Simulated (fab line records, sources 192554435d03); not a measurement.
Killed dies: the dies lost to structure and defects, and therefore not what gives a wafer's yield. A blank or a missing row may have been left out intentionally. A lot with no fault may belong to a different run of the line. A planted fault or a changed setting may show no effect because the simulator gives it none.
Split-lot trial :: flow n5Finfet :: 7 lots, 21 wafers read, on a route of 1938 steps

ABOUT THE SPLIT
At N5_WELL_APT_PEB_06 (peb time 90 s), the setting pebTimeS was moved away from the recipe's 90 s on 7 of the 21 wafers read, by -6.7% to +22.2%. For the rest of the wafers, this setting stayed at what the recipe calls for.

FROM THE SPLIT TO THE READING: what the file shows between them, 2 steps
- N5_WELL_APT_DEVELOP_07: develop time 45 s
- N5_WELL_APT_HARDBAKE_12: time 120 s

THE READING
At N5_WELL_APT_CD_MEAS_08: cdNm in nanometres, against a target cd of 200 nm. On this fab line, fault-free wafers typically give 199.5 nm with a standard deviation of 2 nm.

wafer: L078.1
tool, chamber at the split: lithoTrack-05, 0
pebTimeS as run, s: 96.96
against the recipe: +7.7%
cdNm, nm: 199.3
against lot-mates on the recipe: no lot-mate on the recipe

wafer: L078.3
tool, chamber at the split: lithoTrack-05, 0
pebTimeS as run, s: 96.96
against the recipe: +7.7%
cdNm, nm: 201.8
against lot-mates on the recipe: no lot-mate on the recipe

wafer: L078.4
tool, chamber at the split: lithoTrack-05, 0
pebTimeS as run, s: 96.96
against the recipe: +7.7%
cdNm, nm: 198.9
against lot-mates on the recipe: no lot-mate on the recipe

wafer: L081.3
tool, chamber at the split: lithoTrack-05, 0
pebTimeS as run, s: 90
against the recipe: recipe
cdNm, nm: 199.3
against lot-mates on the recipe: -

wafer: L081.4
tool, chamber at the split: lithoTrack-05, 0
pebTimeS as run, s: 90
against the recipe: recipe
cdNm, nm: 197.4
against lot-mates on the recipe: -

wafer: L081.6
tool, chamber at the split: lithoTrack-05, 0
pebTimeS as run, s: 90
against the recipe: recipe
cdNm, nm: 197.9
against lot-mates on the recipe: -

wafer: L083.2
tool, chamber at the split: lithoTrack-05, 0
pebTimeS as run, s: 90
against the recipe: recipe
cdNm, nm: 196.4
against lot-mates on the recipe: -

wafer: L083.3
tool, chamber at the split: lithoTrack-05, 0
pebTimeS as run, s: 110
against the recipe: +22.2%
cdNm, nm: 206.1
against lot-mates on the recipe: +8.4

wafer: L083.4
tool, chamber at the split: lithoTrack-05, 0
pebTimeS as run, s: 90
against the recipe: recipe
cdNm, nm: 198.9
against lot-mates on the recipe: -

wafer: L084.1
tool, chamber at the split: lithoTrack-01, 0
pebTimeS as run, s: 90
against the recipe: recipe
cdNm, nm: 199.3
against lot-mates on the recipe: -

wafer: L084.4
tool, chamber at the split: lithoTrack-01, 0
pebTimeS as run, s: 90
against the recipe: recipe
cdNm, nm: 200.3
against lot-mates on the recipe: -

wafer: L084.5
tool, chamber at the split: lithoTrack-01, 0
pebTimeS as run, s: 83.96
against the recipe: -6.7%
cdNm, nm: 197.6
against lot-mates on the recipe: -2.2

wafer: L085.2
tool, chamber at the split: lithoTrack-05, 0
pebTimeS as run, s: 90
against the recipe: recipe
cdNm, nm: 197.0
against lot-mates on the recipe: -

wafer: L085.4
tool, chamber at the split: lithoTrack-05, 0
pebTimeS as run, s: 90
against the recipe: recipe
cdNm, nm: 192.9
against lot-mates on the recipe: -

wafer: L085.5
tool, chamber at the split: lithoTrack-05, 0
pebTimeS as run, s: 90
against the recipe: recipe
cdNm, nm: 199.8
against lot-mates on the recipe: -

wafer: L095.1
tool, chamber at the split: lithoTrack-02, 0
pebTimeS as run, s: 108.9
against the recipe: +21.0%
cdNm, nm: 206.7
against lot-mates on the recipe: +10.6

wafer: L095.4
tool, chamber at the split: lithoTrack-02, 0
pebTimeS as run, s: 108.9
against the recipe: +21.0%
cdNm, nm: 208.1
against lot-mates on the recipe: +12.0

wafer: L095.6
tool, chamber at the split: lithoTrack-02, 0
pebTimeS as run, s: 90
against the recipe: recipe
cdNm, nm: 196.1
against lot-mates on the recipe: -

wafer: L097.1
tool, chamber at the split: lithoTrack-05, 0
pebTimeS as run, s: 90
against the recipe: recipe
cdNm, nm: 199.9
against lot-mates on the recipe: -

wafer: L097.2
tool, chamber at the split: lithoTrack-05, 0
pebTimeS as run, s: 90
against the recipe: recipe
cdNm, nm: 197.2
against lot-mates on the recipe: -

wafer: L097.4
tool, chamber at the split: lithoTrack-05, 0
pebTimeS as run, s: 90
against the recipe: recipe
cdNm, nm: 197.9
against lot-mates on the recipe: -

FIT RESULTS
A straight line over all 21 wafers: cdNm changes by +0.392 nm for each +1% of pebTimeS; r = +0.86; the points scatter about the line by 1.9 nm.
The same after taking each lot's own level away (the mean of its wafers on the recipe; 18 wafers): +0.473 nm for each +1%; r = +0.93; scatter 1.6 nm.
Per that fit: largest pebTimeS move, reading shift of 11 nm.
The span of the lots' own levels, 196.10 to 199.80 nm, comes to 1.9 times the standard deviation stated above.
Thus the slope moves with the lot-to-lot level: the two fits are different.
Check: for one of the wafers moved furthest among these (+22.2%), held out of the fit, the line's prediction against its lot-mates is +11.7 nm. It came out at +8.45 nm against them.

THESE WAFERS: OTHER SPLITS
These wafers also went through other splits before the reading. Each is held against what the fit with the lots' levels taken away leaves over:
other split on the same wafers: N5_ZERO_LAYER_ETCH_18 icpW
wafers away from the commonest value: 5
r with cdNm (lot level and that fit taken away): -0.06

THE WHOLE CHAIN: every reading that the file lists as answering this split, in the file's order
step: N5_WELL_APT_CD_MEAS_08
what it does: target cd 200 nm
reading: cdNm
change (the file's fit): +0.449 nm for each +1% of the setting
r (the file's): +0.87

step: N5_WELL_APT_DESCUM_13
what it does: chemistry O2, time 7.9 s
reading: WELL_APT.cdNm (the simulator's own value, which no gauge read)
change (the file's fit): +0.46 nm for each +1% of the setting
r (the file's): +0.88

FILE'S OWN FIT
cdNm changes by +0.449 nm for each +1% of pebTimeS, r = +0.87.
